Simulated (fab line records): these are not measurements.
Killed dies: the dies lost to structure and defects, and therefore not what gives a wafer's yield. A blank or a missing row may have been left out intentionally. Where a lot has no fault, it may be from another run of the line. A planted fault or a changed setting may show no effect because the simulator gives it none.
Chamber matching | flow n5-finfet | N5_BEOL_M7_STRIP_67 on rie-diel-05 has 4 sister chambers
The step strips in CF4. 8 wafers are shown with their chamber, then 7 later ones without.

== EACH WAFER AND ITS CHAMBER ==
wafer  | chamber | drypump-motor-current-A (A) | showerhead-plenum-p-Torr (Torr)
L081.1 | 0       | 6.4                         | 1.77
L083.3 | 2       | 6.4                         | 1.70
L083.5 | 1       | 5.0                         | 1.83
L084.1 | 1       | 5.1                         | 1.83
L084.3 | 3       | 5.5                         | 1.71
L084.6 | 2       | 6.4                         | 1.70
L094.2 | 3       | 5.5                         | 1.70
L094.4 | 0       | 6.5                         | 1.76

== WAFERS WITH NO CHAMBER GIVEN ==
wafer  | drypump-motor-current-A (A) | showerhead-plenum-p-Torr (Torr)
L094.6 | 6.3                         | 1.91
L096.2 | 5.5                         | 1.70
L096.4 | 5.5                         | 1.70
L096.6 | 6.4                         | 1.76
L095.1 | 6.4                         | 1.76
L095.4 | 6.4                         | 1.76
L095.6 | 5.5                         | 1.70

== EACH ONE'S CHAMBER ==
wafer  | from the rows above     | in truth
L094.6 | can't be placed: 0 or 1 | 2
L096.2 | 3                       | 3
L096.4 | 3                       | 3
L096.6 | 0                       | 0
L095.1 | 0                       | 0
L095.4 | 0                       | 0
L095.6 | 3                       | 3
Placed correctly: 6 of 7. These rows do not allow placing 1 (true chamber among the candidates in 0). Number placed wrongly: 0.
How it was worked out, from the rows above alone: a wafer's distance from a chamber is the root of the sum, over the readings, of the square of ((its reading less the chamber's mean) divided by the reading's scatter). If the next closest chamber is less than 2 further off than the closest, the wafer can't be placed; otherwise it belongs to the closest. Each chamber's mean is taken over the wafers shown for it. The scatter: the root of (the sum of the squares of (reading less its chamber's mean) over the shown wafers, divided by (wafers less chambers)).
